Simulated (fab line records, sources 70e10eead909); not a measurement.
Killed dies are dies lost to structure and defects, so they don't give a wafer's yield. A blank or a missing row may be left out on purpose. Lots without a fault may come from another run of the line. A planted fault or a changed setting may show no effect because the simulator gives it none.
Which tool did it? | flow nand_harc | 15 lots, 45 wafers sampled, at 1 step of a route of 1302

WHAT THE GAUGES READ, wafer by wafer
NHARC_P_GATE_OVL_MEAS_27.
lot  | measured     | on         | overlay_x_nm (nm) | overlay_y_nm (nm)
L366 | day 4 21:44  | overlay-02 | -1.3 -0.5 -0.3    | 0.6 0.3 0.4
L367 | day 5 13:23  | overlay-01 | -1.1 -1.4 -1.4    | 0.9 1.0 0.8
L369 | day 6 02:37  | overlay-01 | 0.4 0.4 0.7       | -1.4 -0.8 -1.0
L377 | day 9 16:10  | overlay-01 | 0.1 -0.5 -0.4     | -0.1 0.0 0.4
L378 | day 10 08:27 | overlay-01 | -0.8 -0.4 -0.8    | 1.0 1.2 1.6
L379 | day 10 08:37 | overlay-02 | 0.6 0.5 0.0       | 1.0 0.6 1.3
L381 | day 11 01:14 | overlay-01 | 0.7 0.1 0.2       | -0.5 -1.6 -1.0
L380 | day 11 02:00 | overlay-02 | -1.8 -1.6 -1.7    | 1.2 1.3 1.1
L382 | day 11 18:19 | overlay-01 | 0.4 0.3 0.4       | 1.0 0.4 0.8
L384 | day 12 13:52 | overlay-01 | 0.3 0.8 0.2       | -0.6 -1.0 -1.0
L385 | day 12 20:56 | overlay-01 | 0.4 -0.7 -0.5     | 0.2 0.2 0.5
L386 | day 13 08:43 | overlay-02 | 0.4 0.6 0.5       | 0.0 0.3 -0.3
L387 | day 13 14:50 | overlay-02 | -0.7 -0.7 -0.2    | 0.0 0.3 0.6
L388 | day 14 04:39 | overlay-02 | 0.0 0.0 0.2       | -0.4 -0.3 -0.2
L389 | day 14 11:19 | overlay-01 | 0.8 1.4 0.9       | 0.4 0.4 0.4

WHICH TOOL RAN EACH LOT (tool, then ch and the chambers of the sampled wafers, then the start)
The record holds no process step before these readings.

WHAT THE TOOLS THEMSELVES READ (means of the sampled wafers that have a number; where no wafer has one, the mark that the record gives instead)
The record holds no such reading with a usual standard deviation.

THE ANSWER, worked out from the rows above alone
Rule: what is usual is taken from the lots themselves. Put in order of their means at a reading, lots are off if they are a third of the lots or fewer, leave a main group of 4 or more, and stand apart from it by a gap of 3 or more times the standard deviation of the main group's means; of several such gaps the widest counts. A main group whose means are all the same, to the digits that the tables above print for the reading, isn't used. A lot without any number at a reading at which 4 lots or more have one is off too. The other lots that the step has rows for count as sound. The gauges are gone through in route order, then the tools' own readings, and for those a lot's mean is taken as printed above. The first step at which some lot is off is used, and at that step the reading that is off furthest; a lot without a number counts as furthest.
No lot is off at any reading shown: from this, nothing can be told.

WHAT THE SIMULATOR HAD PUT IN
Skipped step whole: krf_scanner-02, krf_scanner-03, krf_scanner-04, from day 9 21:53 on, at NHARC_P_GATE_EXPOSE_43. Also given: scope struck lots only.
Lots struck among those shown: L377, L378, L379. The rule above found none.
